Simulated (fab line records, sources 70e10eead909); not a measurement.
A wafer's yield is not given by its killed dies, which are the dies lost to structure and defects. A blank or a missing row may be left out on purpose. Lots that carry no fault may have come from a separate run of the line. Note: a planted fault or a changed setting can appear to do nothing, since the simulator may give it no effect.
fab line records -- flow nand_harc
record: lots: 11, wafers: 33, last_day: 33
route steps=1302 shown A_CHANNEL_HOLE_D1@468 A_CHANNEL_FILL_D1@492
lots that met no fault: from a run of the same line without faults
start_h: hours from the record's first day to the start of the lot's first wafer shown -- wait_h: time in hours since the lot's previous step -- " the same as in the row above -- L1.1+2: one row covering several wafers at once -- - no value, or no start was given -- * or withheld: withheld -- < > ~ a bound
route shown NAME@n: a module of which the file shows steps, and the number in the route of the first -- usual: mean/standard deviation taken from wafers without a fault -- same: alike in all rows -- chamber/n: place in a boat -- sites: readings site by site -- _std_site: how widely they spread, as a standard deviation -- _edge_site: outer sites' mean less inner sites' -- radius_mm: for every site, how far away it sits from the centre of the wafer -- mask NAME#n: copy n -- behind: tool/chamber where the wafer was last shaped -- hold: what put the lot on hold/how long, in hours/how the hold closed -- device: the n, p or np transistor that did not switch -- end of line: tests run on the same wafers once the route is complete -- where a step has no rows: the recipe by itself -- killed: dies lost to structure and defects at the first sort, not the wafer's yield -- map: the dies of a wafer, with x for killed, . for not killed, _ for no die there
set.NAME: setting as actually run; set.NAME@STEP: the setting as run at that earlier step -- model.NAME: the simulator's own value behind a step, which no gauge read
the route's steps for a sample of lots (tables are steps, rows are wafers)
services: the hour from which a tool's chamber was out of use, counted from the record's first day as start_h (under 0 if before that day), plus the number of hours and why
== steps ==
step: NHARC_A_CHANNEL_HOLE_D1_ETCH_34
recipe: target_depth_a: 1540, time_s: 77, cf4_flow_sccm: 100, chf3_flow_sccm: 30, ar_flow_sccm: 0, rf_w: 500, bias_w: 200, chemistry: CF4/CHF3
usual: chamber_pressure_mTorr: 25.001/0.021, drypump_motor_current_A: 5.7/0.39, oes_product_au: 0.942/0.024, rf_vpp_V: 369.4/2.5, showerhead_plenum_p_Torr: 1.54/0.068, throttle_valve_pct: 16.803/0.0086
lot.wafer,tool,chamber,start_h,wait_h,chamber_pressure_mTorr,drypump_motor_current_A,oes_product_au,rf_hours_counter_h,rf_vpp_V,showerhead_plenum_p_Torr,throttle_valve_pct
L593.1,rie_diel-07,0,-,-,25.006,5.6,0.957,5,369.5,1.48,16.822
L593.2,rie_diel-07,1,-,-,24.976,5.6,0.976,5,366.5,1.46,16.803
L593.5,rie_diel-07,3,-,-,25.005,5.4,0.955,-,369.8,1.58,16.783
L597.2,rie_diel-13,0,-,-,25.002,5.9,0.935,17,373.4,1.64,16.800
L597.1,rie_diel-13,3,-,-,24.991,5.9,0.929,17,367.3,1.46,16.818
L597.6,rie_diel-13,0,-,-,25.007,5.9,0.937,-,372.9,1.64,16.805
L599.2,rie_diel-13,0,-,-,25.002,6.0,0.941,25,373.1,1.64,16.811
L599.4,rie_diel-13,1,-,-,24.986,6.5,0.917,17,372.9,1.64,16.810
L599.3,rie_diel-13,2,-,-,24.991,5.4,0.912,27,373.0,1.64,16.804
L600.3,rie_diel-07,2,-,-,24.974,6.4,0.926,13,368.0,1.52,16.798
L600.5,rie_diel-07,2,-,-,24.948,6.3,0.918,-,367.5,1.52,16.791
L600.6,rie_diel-07,3,-,-,25.002,5.4,0.905,-,371.3,1.58,16.800
L601.2,rie_diel-07,3,-,-,25.003,5.4,0.912,13,371.3,1.58,16.803
L601.4,rie_diel-07,0,-,-,24.973,5.6,0.921,13,366.7,1.48,16.816
L601.1,rie_diel-07,1,-,-,24.975,5.6,0.918,10,366.7,1.46,16.816
L604.1,rie_diel-13,2,-,-,25.005,5.4,0.935,43,372.7,1.64,16.803
L604.2,rie_diel-13,3,-,-,24.996,5.9,0.926,42,367.0,1.46,16.793
L604.6,rie_diel-13,2,-,-,25.011,5.4,0.918,-,371.5,1.64,16.797
L607.2,rie_diel-06,0,-,-,24.996,6.0,0.952,3,369.7,1.53,16.796
L607.4,rie_diel-06,1,-,-,25.052,5.4,0.961,3,375.4,1.70,16.815
L607.3,rie_diel-06,2,-,-,25.006,5.5,0.972,3,369.2,1.53,16.804
L610.4,rie_diel-07,3,-,-,24.976,5.4,0.937,6,370.7,1.58,16.819
L610.5,rie_diel-07,0,-,-,24.992,5.6,0.965,-,366.8,1.48,16.808
L610.6,rie_diel-07,1,-,-,24.994,5.6,0.974,-,365.2,1.46,16.819
L612.4,rie_diel-06,1,-,-,25.023,5.4,0.978,24,373.7,1.69,16.805
L612.2,rie_diel-06,3,-,-,24.974,4.8,0.946,19,368.4,1.48,16.795
L612.5,rie_diel-06,1,-,-,24.961,5.4,0.979,-,375.4,1.69,16.805
L615.2,rie_diel-07,3,-,-,24.989,5.4,0.901,9,370.7,1.58,16.806
L615.3,rie_diel-07,1,-,-,25.020,5.6,0.922,8,367.0,1.46,16.788
L615.1,rie_diel-07,2,-,-,25.022,6.3,0.915,8,368.3,1.51,16.803
L614.3,rie_diel-07,2,-,-,24.980,6.3,0.953,8,367.9,1.51,16.788
L614.6,rie_diel-07,0,-,-,24.958,5.6,0.960,-,368.3,1.48,16.804
L614.5,rie_diel-07,1,-,-,25.027,5.6,0.974,-,367.0,1.46,16.785
step: NHARC_A_CHANNEL_HOLE_D1_ETCH_16
recipe: target_depth_a: 31000, over_etch_frac: 0.3, time_s: 806, ion_energy_ev: 150, o2_flow_sccm: 400, cos_flow_sccm: 20, ar_flow_sccm: 0, rf_w: 500, bias_w: 300, chemistry: O2/COS
usual: chamber_pressure_mTorr: 20.001/0.019, drypump_motor_current_A: 5.7/0.39, oes_product_au: 0.993/0.0098, rf_vpp_V: 313.2/2, showerhead_plenum_p_Torr: 3.05/0.13, throttle_valve_pct: 28.330/0.0085
lot.wafer,tool,chamber,start_h,wait_h,chamber_pressure_mTorr,drypump_motor_current_A,oes_product_au,rf_hours_counter_h,rf_vpp_V,showerhead_plenum_p_Torr,throttle_valve_pct
L593.1,rie_diel-07,2,-,-,20.010,6.3,0.986,5,313.1,3.01,28.343
L593.2,rie_diel-07,0,-,-,20.021,5.6,1.000,5,311.6,2.94,28.314
L593.5,rie_diel-07,2,-,-,20.024,6.3,0.988,-,313.3,3.01,28.329
L597.1,rie_diel-13,0,-,-,19.990,6.0,0.996,17,316.5,3.26,28.326
L597.2,rie_diel-13,3,-,-,20.005,5.9,0.998,17,312.6,2.90,28.340
L597.6,rie_diel-13,1,-,-,20.011,6.4,0.991,-,315.6,3.25,28.330
L599.2,rie_diel-13,2,-,-,19.994,5.4,0.993,27,317.3,3.26,28.325
L599.4,rie_diel-13,3,-,-,19.991,5.9,0.993,26,311.5,2.90,28.326
L599.3,rie_diel-13,0,-,-,19.987,6.0,1.016,25,313.9,3.25,28.335
L600.3,rie_diel-07,0,-,-,19.972,5.6,0.987,12,310.4,2.93,28.330
L600.6,rie_diel-07,2,-,-,19.968,6.3,1.003,-,313.7,3.01,28.338
L600.5,rie_diel-07,3,-,-,20.024,5.4,0.990,-,313.1,3.14,28.328
L601.4,rie_diel-07,2,-,-,20.042,6.3,1.003,14,311.9,3.01,28.338
L601.1,rie_diel-07,3,-,-,20.022,5.4,0.983,14,315.8,3.13,28.334
L601.2,rie_diel-07,0,-,-,20.021,5.7,0.995,13,312.9,2.93,28.340
L604.1,rie_diel-13,3,-,-,19.984,5.9,0.998,42,310.5,2.89,28.327
L604.2,rie_diel-13,1,-,-,19.993,6.5,0.992,34,316.4,3.24,28.335
L604.6,rie_diel-13,3,-,-,19.989,5.9,0.999,-,310.7,2.89,28.330
L607.2,rie_diel-06,2,-,-,19.995,5.6,0.997,4,311.9,3.05,28.319
L607.3,rie_diel-06,3,-,-,20.004,4.8,0.993,3,311.5,2.95,28.336
L607.4,rie_diel-06,0,-,-,19.972,6.0,1.004,3,313.8,3.03,28.341
L610.4,rie_diel-07,3,-,-,19.995,5.4,0.988,6,314.7,3.13,28.322
L610.5,rie_diel-07,3,-,-,19.984,5.4,0.990,-,314.3,3.13,28.318
L610.6,rie_diel-07,0,-,-,20.008,5.6,1.006,-,311.9,2.93,28.338
L612.2,rie_diel-06,1,-,-,19.980,5.4,1.006,24,318.5,3.36,28.329
L612.4,rie_diel-06,0,-,-,19.947,6.0,0.995,19,311.3,3.03,28.327
L612.5,rie_diel-06,2,-,-,20.016,5.5,0.995,-,312.1,3.04,28.329
L615.1,rie_diel-07,0,-,-,19.998,5.7,0.990,8,312.2,2.93,28.325
L615.3,rie_diel-07,2,-,-,20.001,6.3,0.991,8,312.7,3.00,28.321
L615.2,rie_diel-07,3,-,-,20.022,5.4,0.986,9,315.3,3.13,28.322
L614.3,rie_diel-07,2,-,-,19.982,6.4,0.982,8,313.7,3.00,28.339
L614.6,rie_diel-07,3,-,-,20.020,5.4,0.989,-,315.9,3.13,28.313
L614.5,rie_diel-07,0,-,-,19.985,5.7,0.984,-,312.4,2.93,28.316
step: NHARC_A_CHANNEL_HOLE_D1_ETCH_20
recipe: bias_v: 3000, source_w: withheld, pressure_mtorr: 20, time_s: 361.9, ar_flow_sccm: 375, c4f8_flow_sccm: 89.3, o2_flow_sccm: 35.7, temp_c: -20, target_depth_a: 16000, chemistry: C4F8/O2/Ar
usual: chamber_pressure_mTorr: 19.998/0.019, drypump_motor_current_A: 5.75/0.21, showerhead_plenum_p_Torr: 3.61/0.15, throttle_valve_pct: 32.157/0.0093
lot.wafer,tool,chamber,start_h,wait_h,chamber_pressure_mTorr,drypump_motor_current_A,rf_hours_counter_h,showerhead_plenum_p_Torr,throttle_valve_pct
L593.2,har_etch-01,1,187.10,0.1,19.982,5.70,91,3.58,32.170
L593.1,har_etch-01,0,187.10,0.1,19.960,5.62,91,3.73,32.153
L593.5,har_etch-01,0,187.10,0.1,20.029,5.62,-,3.73,32.168
L597.1,har_etch-01,1,231.75,0.1,20.003,5.70,115,3.57,32.158
L597.2,har_etch-01,0,231.75,0.1,20.016,5.63,115,3.72,32.159
L597.6,har_etch-01,1,231.75,0.1,19.981,5.69,-,3.57,32.145
L599.2,har_etch-02,0,253.72,0.1,19.985,5.59,333,3.49,32.158
L599.4,har_etch-02,1,253.72,0.1,20.002,6.13,-,3.47,32.142
L599.3,har_etch-02,0,253.72,0.1,19.969,5.59,-,3.49,32.157
L600.3,har_etch-02,0,259.93,0.2,19.964,5.58,-,3.49,32.166
L600.5,har_etch-02,0,259.93,0.2,20.000,5.59,-,3.49,32.165
L600.6,har_etch-02,1,259.93,0.2,19.990,6.13,-,3.47,32.161
L601.2,har_etch-01,1,269.34,0.1,19.985,5.71,141,3.56,32.162
L601.1,har_etch-01,0,269.34,0.1,20.002,5.62,141,3.70,32.157
L601.4,har_etch-01,0,269.34,0.1,19.987,5.62,-,3.70,32.154
L604.1,har_etch-01,1,301.39,0.1,19.994,5.69,160,3.55,32.156
L604.2,har_etch-01,0,301.39,0.1,19.992,5.62,160,3.69,32.153
L604.6,har_etch-01,1,301.39,0.1,20.037,5.67,-,3.55,32.152
L607.2,har_etch-02,0,327.94,0.1,19.989,5.59,374,3.47,32.154
L607.3,har_etch-02,1,327.94,0.1,19.990,6.12,-,3.45,32.158
L607.4,har_etch-02,0,327.94,0.1,19.998,5.59,-,3.47,32.160
L610.4,har_etch-01,0,362.70,0.2,20.002,5.62,-,3.68,32.153
L610.5,har_etch-01,1,362.70,0.2,20.006,5.71,-,3.53,32.166
L610.6,har_etch-01,0,362.70,0.2,19.983,5.60,-,3.68,32.157
L612.2,har_etch-02,0,394.31,0.1,20.018,5.57,0,3.93,32.160
L612.4,har_etch-02,0,394.31,0.1,19.983,5.58,-,3.93,32.172
L612.5,har_etch-02,1,394.31,0.1,20.006,6.11,-,3.93,32.168
L615.1,har_etch-01,1,407.03,0.1,20.013,5.70,222,3.51,32.156
L615.2,har_etch-01,0,407.03,0.1,19.976,5.62,222,3.66,32.157
L615.3,har_etch-01,1,407.03,0.1,19.988,5.71,-,3.51,32.135
L614.3,har_etch-02,0,410.72,0.2,20.014,5.57,-,3.92,32.142
L614.6,har_etch-02,0,410.72,0.2,20.003,5.59,-,3.92,32.170
L614.5,har_etch-02,1,410.72,0.2,19.992,6.13,-,3.92,32.165
step: NHARC_A_CHANNEL_FILL_D1_ALD_02
recipe: target_thk_a: 60, pulse_time_s: 10, ald_cycles: 60, temp_c: 300, material: SiO2
usual: ald_cycles: 60/0, heater_power_w: 437/50, precursor_pulse_height_rel: 0.997/0.022
same: pulse_time_s: 10
lot.wafer,tool,chamber,start_h,wait_h,ald_cycles,heater_power_w,precursor_pulse_height_rel
L593.2,ald_hk-01,2,192.91,-,60,408,1.021
L593.1,ald_hk-01,3,192.91,-,60,394,1.021
L593.5,ald_hk-01,3,192.91,-,60,400,0.998
L597.1,ald_hk-02,3,237.70,-,60,465,1.029
L597.2,ald_hk-02,0,237.70,-,60,419,0.989
L597.6,ald_hk-02,1,237.70,-,60,412,0.985
L599.3,ald_hk-01,3,259.49,0.1,60,390,0.991
L599.2,ald_hk-01,0,259.49,0.1,60,573,1.007
L599.4,ald_hk-01,2,259.49,0.1,60,403,0.990
L600.3,ald_hk-03,0,266.11,0.6,60,489,0.998
L600.6,ald_hk-03,2,266.11,0.6,60,370,1.008
L600.5,ald_hk-03,3,266.11,0.6,60,475,1.006
L601.4,ald_hk-01,1,275.43,-,60,407,0.981
L601.2,ald_hk-01,2,275.43,-,60,414,1.013
L601.1,ald_hk-01,3,275.43,-,60,392,0.979
L604.2,ald_hk-01,0,307.32,-,60,576,1.012
L604.1,ald_hk-01,1,307.32,-,47,408,1.008
L604.6,ald_hk-01,2,307.32,-,47,408,1.025
L607.4,ald_hk-01,3,334.72,-,47,390,1.007
L607.2,ald_hk-01,0,334.72,-,60,574,1.024
L607.3,ald_hk-01,1,334.72,-,60,401,1.005
L610.4,ald_hk-02,1,368.52,-,60,441,0.985
L610.5,ald_hk-02,2,368.52,-,60,391,0.993
L610.6,ald_hk-02,3,368.52,-,60,442,0.972
L612.4,ald_hk-02,2,400.15,-,60,412,0.991
L612.2,ald_hk-02,3,400.15,-,60,440,0.934
L612.5,ald_hk-02,1,400.15,-,60,431,0.989
L615.2,ald_hk-02,3,412.86,-,60,440,1.010
L615.3,ald_hk-02,1,412.86,-,60,430,0.995
L615.1,ald_hk-02,2,412.86,-,60,409,0.955
L614.3,ald_hk-01,3,416.61,-,60,412,1.011
L614.5,ald_hk-01,0,416.61,-,60,584,0.967
L614.6,ald_hk-01,1,416.61,-,60,408,0.978
== services ==
tool,chamber,start_h,hours,kind
rie_diel-13,-,165.07,9.0,pm
ald_hk-02,-,173.21,10.0,pm
rie_diel-07,0,175.20,-,clean
rie_diel-07,1,175.20,-,clean
rie_diel-07,2,175.20,-,clean
rie_diel-07,3,175.20,-,clean
ald_hk-03,-,214.68,10.0,pm
rie_diel-13,1,215.77,10.2,repair
ald_hk-02,-,216.81,0.7,repair
rie_diel-07,1,240.25,22.2,repair
rie_diel-06,3,257.68,4.5,repair
rie_diel-06,-,267.75,0.9,repair
rie_diel-13,0,282.21,20.6,repair
rie_diel-07,-,294.20,9.0,pm
ald_hk-01,-,296.17,10.0,pm
rie_diel-06,-,307.20,9.0,pm
rie_diel-13,0,320.88,6.4,repair
rie_diel-13,-,343.67,9.0,pm
ald_hk-02,-,351.21,10.0,pm
ald_hk-01,-,355.66,0.7,repair
rie_diel-07,0,371.17,6.7,repair
har_etch-02,-,377.20,17.0,pm
ald_hk-03,-,392.68,10.0,pm
rie_diel-13,1,398.19,8.2,repair
== key ==
first_sign: step: NHARC_A_CHANNEL_FILL_D1_ALD_02, reading: ald_cycles, direction: down, sigmas: 99+, usual: 60, struck: 47
effect none on later readings
met_at NHARC_A_CHANNEL_FILL_D1_ALD_02
struck_lots L604,L607
struck_wafers L604.1,L604.6,L607.4
tester_left_out L604,L607
not_acting_at NHARC_A_CHANNEL_HOLE_D1_ETCH_34,NHARC_A_CHANNEL_HOLE_D1_ETCH_16,NHARC_A_CHANNEL_HOLE_D1_ETCH_20
onset_between 275.43 307.32
fault: kind: process_parameter_drift, tool: ald_hk-01, chamber: -, onset_h: 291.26, steps: NHARC_A_CHANNEL_FILL_D1_ALD_02, channel: ald_cycles, offset: -13, shape: step, end_h: 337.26, scope: struck_wafers_only, acts_in: these_recipes_only, stated: 60
tester_left_out: of these lots the tester's yield and bins aren't shown, on N5 and GAA mostly nor the transistor test; their killed dies are dies lost to structure and defects alone, not to doping, threshold or leakage, so they don't give the yield
